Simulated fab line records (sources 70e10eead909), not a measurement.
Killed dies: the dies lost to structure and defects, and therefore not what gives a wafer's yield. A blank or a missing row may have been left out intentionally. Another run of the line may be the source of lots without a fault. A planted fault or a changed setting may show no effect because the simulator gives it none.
Chamber matching :: flow nandHarc :: 4 sister chambers for NHARC_P_GATE_DESCUM_13 on rieDiel-10
The step chemistry O2, time 3 s. 8 wafers are shown with their chamber, then 12 later ones without.

EACH WAFER AND ITS CHAMBER
wafer: L085.1
chamber: 1
showerheadPlenumPTorr (Torr): 1.85
drypumpMotorCurrentA (A): 5.6

wafer: L085.4
chamber: 3
showerheadPlenumPTorr (Torr): 1.97
drypumpMotorCurrentA (A): 5.1

wafer: L086.2
chamber: 1
showerheadPlenumPTorr (Torr): 1.85
drypumpMotorCurrentA (A): 5.6

wafer: L086.5
chamber: 3
showerheadPlenumPTorr (Torr): 1.97
drypumpMotorCurrentA (A): 5.2

wafer: L086.6
chamber: 0
showerheadPlenumPTorr (Torr): 2.04
drypumpMotorCurrentA (A): 6.2

wafer: L092.2
chamber: 0
showerheadPlenumPTorr (Torr): 2.03
drypumpMotorCurrentA (A): 6.2

wafer: L092.4
chamber: 2
showerheadPlenumPTorr (Torr): 1.95
drypumpMotorCurrentA (A): 6.4

wafer: L092.6
chamber: 2
showerheadPlenumPTorr (Torr): 1.95
drypumpMotorCurrentA (A): 6.3

WAFERS WITHOUT THEIR CHAMBER
wafer: L093.1
showerheadPlenumPTorr (Torr): 1.97
drypumpMotorCurrentA (A): 5.1

wafer: L093.2
showerheadPlenumPTorr (Torr): 2.03
drypumpMotorCurrentA (A): 6.1

wafer: L093.5
showerheadPlenumPTorr (Torr): 1.97
drypumpMotorCurrentA (A): 5.1

wafer: L094.1
showerheadPlenumPTorr (Torr): 2.03
drypumpMotorCurrentA (A): 6.2

wafer: L094.4
showerheadPlenumPTorr (Torr): 1.85
drypumpMotorCurrentA (A): 5.7

wafer: L094.5
showerheadPlenumPTorr (Torr): 2.03
drypumpMotorCurrentA (A): 6.2

wafer: L096.2
showerheadPlenumPTorr (Torr): 1.95
drypumpMotorCurrentA (A): 6.4

wafer: L096.4
showerheadPlenumPTorr (Torr): 1.97
drypumpMotorCurrentA (A): 5.1

wafer: L096.6
showerheadPlenumPTorr (Torr): 1.95
drypumpMotorCurrentA (A): 6.4

wafer: L097.2
showerheadPlenumPTorr (Torr): 1.85
drypumpMotorCurrentA (A): 5.6

wafer: L097.4
showerheadPlenumPTorr (Torr): 1.95
drypumpMotorCurrentA (A): 6.4

wafer: L097.6
showerheadPlenumPTorr (Torr): 1.85
drypumpMotorCurrentA (A): 5.6

WHICH CHAMBER EACH WENT THROUGH
wafer: L093.1
from the rows above: 3
in truth: 3

wafer: L093.2
from the rows above: 0
in truth: 0

wafer: L093.5
from the rows above: 3
in truth: 3

wafer: L094.1
from the rows above: 0
in truth: 0

wafer: L094.4
from the rows above: 1
in truth: 1

wafer: L094.5
from the rows above: 0
in truth: 0

wafer: L096.2
from the rows above: 2
in truth: 2

wafer: L096.4
from the rows above: 3
in truth: 3

wafer: L096.6
from the rows above: 2
in truth: 2

wafer: L097.2
from the rows above: 1
in truth: 1

wafer: L097.4
from the rows above: 2
in truth: 2

wafer: L097.6
from the rows above: 1
in truth: 1
Correctly placed: 12 of 12. Number that these rows cannot place: 0. 0 placed wrongly.
How it was worked out, from the rows above alone: a wafer's distance from a chamber is the root of the sum, over the readings, of the square of ((its reading less the chamber's mean) divided by the reading's scatter). If the next closest chamber is less than 2 further off than the closest, the wafer can't be placed; otherwise it belongs to the closest. The mean given for a chamber averages the wafers shown for that chamber. How the scatter is found: for the shown wafers, subtract from each reading the mean of its chamber, square and add these, divide the total by (wafers less chambers), then take the root.
